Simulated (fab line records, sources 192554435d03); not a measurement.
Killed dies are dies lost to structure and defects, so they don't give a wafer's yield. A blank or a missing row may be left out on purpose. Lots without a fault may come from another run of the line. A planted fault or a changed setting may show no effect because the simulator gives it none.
Chamber matching | flow n5_finfet | N5_BEOL_M2_PRE_CLEAN_60 on cvd_co-02: 3 sister chambers
The step time 15 s. 3 wafers are shown with their chamber, then 12 later ones without.

WAFERS WITH THEIR CHAMBER
wafer  | chamber | heater_power_w (W)
L082.2 | 2       | 64
L082.3 | 1       | 69
L082.6 | 0       | 115

WAFERS WITHOUT THEIR CHAMBER
wafer  | heater_power_w (W)
L085.2 | 68
L085.4 | 66
L085.5 | 112
L086.1 | 66
L086.2 | 113
L086.6 | 115
L088.1 | 66
L088.4 | 69
L088.5 | 65
L092.1 | 112
L092.2 | 66
L092.3 | 67

WHICH CHAMBER EACH WENT THROUGH
wafer  | from the rows above     | in truth
L085.2 | can't be placed: 1 or 2 | 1
L085.4 | can't be placed: 2 or 1 | 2
L085.5 | 0                       | 0
L086.1 | can't be placed: 2 or 1 | 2
L086.2 | 0                       | 0
L086.6 | 0                       | 0
L088.1 | can't be placed: 2 or 1 | 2
L088.4 | 1                       | 1
L088.5 | can't be placed: 2 or 1 | 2
L092.1 | 0                       | 0
L092.2 | can't be placed: 2 or 1 | 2
L092.3 | can't be placed: 1 or 2 | 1
Placed correctly: 5 of 12. Can't be placed from these rows: 7 (the true chamber is among the candidates in 7). Placed wrongly: 0.
How it was worked out, from the rows above alone: a wafer's distance from a chamber is the root of the sum, over the readings, of the square of ((its reading less the chamber's mean) divided by the reading's scatter). The wafer belongs to the nearest chamber; if the next one is less than 2 further off, it can't be placed. A chamber's mean is the mean of its shown wafers. The scatter: with one shown wafer a chamber, the root of the mean of the squares of how far each hidden wafer lies from its nearest shown one.
